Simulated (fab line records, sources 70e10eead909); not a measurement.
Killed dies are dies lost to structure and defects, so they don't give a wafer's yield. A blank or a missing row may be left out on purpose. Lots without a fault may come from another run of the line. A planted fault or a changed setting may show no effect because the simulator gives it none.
One fault seen from 2 desks | flow nand_harc | each desk has only its own numbers; what lay behind them comes last

THE METROLOGY DESK
What the gauges read, lot by lot, whatever tool the lot ran on: means of the sampled wafers that have a number. A lot is out of limits, marked OUT, if its mean lies more than 4 standard deviations from the usual mean; the brackets give that distance.
Columns: A = thk_nm at NHARC_A_ONON_D1_THK_MEAS_24, usual 996 nm; B = cd_nm at NHARC_A_CHANNEL_HOLE_D1_CD_MEAS_10, usual 100.1 nm
lot  | first seen here | A               | B
L200 | day 8 06:13     | 986             | 99.7
L204 | day 10 00:38    | 1021            | 99.7
L205 | day 10 00:39    | 984             | 100.3
L207 | day 10 18:41    | 1006            | 100.8
L206 | day 10 18:55    | 993             | 100.0
L210 | day 12 15:46    | 1053 (+4.8) OUT | -
L211 | day 12 19:32    | 1006            | 100.5
L212 | day 13 08:10    | 1081 (+7.1) OUT | -
L218 | day 15 09:37    | 976             | 100.2
L219 | day 16 00:09    | 990             | 99.6
L221 | day 16 17:21    | 1007            | 99.7
L220 | day 16 17:22    | 982             | 100.0
L222 | day 17 07:29    | 1012            | 100.4
L223 | day 18 03:48    | 999             | 99.5
This desk's finding: out of limits on L210, L212; first on L210, day 12 15:46 (thk_nm at NHARC_A_ONON_D1_THK_MEAS_24). In limits: L200, L204, L205, L207, L206, L211, L218, L219, L221, L220, L222, L223.

THE DEFECT DESK
What the inspections along the route counted, lot by lot: means of the sampled wafers that have a number. A lot is out of limits, marked OUT, if its mean lies more than 4 standard deviations from the usual mean; the brackets give that distance.
Columns: A = raw_defect_count at NHARC_A_ZERO_WELL_INSPECT_17, usual 10
lot  | first seen here | A
L200 | day 6 19:31     | 21
L204 | day 8 14:41     | 16
L205 | day 8 20:12     | 4
L206 | day 9 09:42     | 8
L207 | day 9 12:40     | 10
L210 | day 11 03:54    | 18
L211 | day 11 11:04    | 13
L212 | day 11 21:07    | 6
L218 | day 14 02:58    | 10
L219 | day 14 16:28    | 6
L221 | day 15 08:45    | 7
L220 | day 15 09:20    | 9
L222 | day 15 21:47    | 14
L223 | day 16 18:28    | 10
This desk's finding: nothing out of limits on any of the 14 lots.

PUT TOGETHER
The metrology desk could have raised an alarm at day 12 15:46, on L210, L212.
The defect desk saw nothing out of limits.
The defect desk has L210, L212 on record, within its limits.
Of the lots named, all ran NHARC_A_ONON_D1_DEP_22 on pecvd_onon-03.

WHAT THE SIMULATOR HAD PUT IN
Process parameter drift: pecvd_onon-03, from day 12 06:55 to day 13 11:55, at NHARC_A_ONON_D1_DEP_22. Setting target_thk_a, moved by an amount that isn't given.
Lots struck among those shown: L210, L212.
Hours from the fault's start to each desk's first reading out of limits: the metrology desk, 9.
